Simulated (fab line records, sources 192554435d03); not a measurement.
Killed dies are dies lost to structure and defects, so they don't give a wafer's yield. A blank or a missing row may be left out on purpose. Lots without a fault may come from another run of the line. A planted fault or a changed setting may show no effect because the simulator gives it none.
Chamber matching | flow n5_finfet | N5_BEOL_M14_STRIP_37 on rie_diel-04: 4 sister chambers
The step strips in O2. 18 wafers are shown with their chamber, then 9 later ones without.

WAFERS WITH THEIR CHAMBER
wafer  | chamber | drypump_motor_current_A (A) | showerhead_plenum_p_Torr (Torr) | throttle_valve_pct (%)
L076.2 | 1       | 5.7                         | 1.99                            | 16.49
L076.3 | 3       | 5.8                         | 2.07                            | 16.62
L076.6 | 1       | 5.7                         | 1.99                            | 16.46
L079.2 | 1       | 5.7                         | 1.98                            | 16.50
L079.3 | 2       | 6.8                         | 2.04                            | 16.59
L079.5 | 3       | 5.8                         | 2.07                            | 16.70
L085.3 | 1       | 5.7                         | 1.98                            | 16.51
L085.5 | 2       | 6.8                         | 2.04                            | 16.61
L085.6 | 0       | 4.9                         | 2.02                            | 16.83
L089.2 | 3       | 5.8                         | 2.06                            | 16.25
L089.3 | 0       | 4.9                         | 2.01                            | 16.90
L089.5 | 3       | 5.8                         | 2.06                            | 16.24
L092.2 | 0       | 5.0                         | 2.01                            | 16.86
L092.3 | 2       | 6.8                         | 2.04                            | 16.66
L092.6 | 2       | 6.8                         | 2.04                            | 16.66
L090.1 | 0       | 5.0                         | 2.01                            | 16.86
L090.3 | 2       | 6.7                         | 2.03                            | 16.69
L090.6 | 0       | 4.9                         | 2.01                            | 16.84

SIGNATURES (means of the wafers above)
reading                  | chamber 0 | chamber 1 | chamber 2 | chamber 3 | scatter within a chamber
drypump_motor_current_A  | 4.940     | 5.700     | 6.780     | 5.800     | 0.0378
showerhead_plenum_p_Torr | 2.0120    | 1.9850    | 2.0380    | 2.0650    | 0.00507
throttle_valve_pct       | 16.8580   | 16.4900   | 16.6420   | 16.4525   | 0.115
Rule: a wafer's distance from a chamber is the root of the sum, over the readings, of the square of ((its reading less the chamber's mean) divided by the reading's scatter). The wafer belongs to the nearest chamber; if the next one is less than 2 further off, it can't be placed. The scatter: the root of (the sum of the squares of (reading less its chamber's mean) over the shown wafers, divided by (wafers less chambers)).

WAFERS WITHOUT THEIR CHAMBER
wafer  | drypump_motor_current_A (A) | showerhead_plenum_p_Torr (Torr) | throttle_valve_pct (%)
L088.3 | 4.9                         | 2.01                            | 16.87
L088.5 | 6.8                         | 2.03                            | 16.69
L088.6 | 4.9                         | 2.01                            | 16.90
L094.3 | 6.8                         | 2.03                            | 16.70
L094.5 | 4.9                         | 2.01                            | 16.90
L094.6 | 5.7                         | 2.24                            | 16.07
L097.1 | 5.8                         | 2.06                            | 16.30
L097.3 | 5.7                         | 2.24                            | 16.06
L097.4 | 5.0                         | 2.01                            | 16.89

WHICH CHAMBER EACH WENT THROUGH
wafer  | from the rows above | in truth
L088.3 | 0                   | 0
L088.5 | 2                   | 2
L088.6 | 0                   | 0
L094.3 | 2                   | 2
L094.5 | 0                   | 0
L094.6 | 3                   | 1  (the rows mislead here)
L097.1 | 3                   | 3
L097.3 | 3                   | 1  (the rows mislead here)
L097.4 | 0                   | 0
Placed correctly: 7 of 9. Can't be placed from these rows: 0. Placed wrongly: 2.
